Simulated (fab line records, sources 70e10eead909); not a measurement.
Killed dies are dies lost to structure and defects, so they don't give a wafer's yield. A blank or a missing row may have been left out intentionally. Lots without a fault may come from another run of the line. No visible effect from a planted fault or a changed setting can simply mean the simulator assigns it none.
Chamber matching / flow nand-harc / NHARC_THIN_TSV_ETCH_15 on rie-si-03: 4 sister chambers
The step target depth 3000 nm, bosch target overetch cycles 2, bosch etch step 2.8 s. 4 wafers are shown with their chamber, then 7 later ones without.

## WAFERS, EACH WITH ITS CHAMBER
wafer=L501.6; chamber=3; drypump-motor-current-A (A)=5.6
wafer=L503.4; chamber=0; drypump-motor-current-A (A)=5.1
wafer=L504.3; chamber=1; drypump-motor-current-A (A)=6.0
wafer=L504.4; chamber=2; drypump-motor-current-A (A)=4.7

## WAFERS WHOSE CHAMBER IS MISSING
wafer=L504.6; drypump-motor-current-A (A)=6.0
wafer=L508.4; drypump-motor-current-A (A)=5.6
wafer=L508.5; drypump-motor-current-A (A)=5.6
wafer=L508.6; drypump-motor-current-A (A)=4.7
wafer=L516.2; drypump-motor-current-A (A)=5.2
wafer=L516.3; drypump-motor-current-A (A)=4.7
wafer=L516.6; drypump-motor-current-A (A)=5.2

## WHICH CHAMBER EACH WENT THROUGH
wafer=L504.6; from the rows above=1; in truth=1
wafer=L508.4; from the rows above=3; in truth=3
wafer=L508.5; from the rows above=3; in truth=3
wafer=L508.6; from the rows above=2; in truth=2
wafer=L516.2; from the rows above=0; in truth=0
wafer=L516.3; from the rows above=2; in truth=2
wafer=L516.6; from the rows above=0; in truth=0
Placed correctly: 7 of 7. Left unplaced by these rows: 0. Wrongly placed: 0.
How it was worked out, from the rows above alone: a wafer's distance from a chamber is the root of the sum, over the readings, of the square of ((its reading less the chamber's mean) divided by the reading's scatter). The wafer belongs to the nearest chamber; if the next one is less than 2 further off, it can't be placed. A chamber's mean is the mean of its shown wafers. The scatter: with one shown wafer a chamber, the root of the mean of the squares of how far each hidden wafer lies from its nearest shown one.
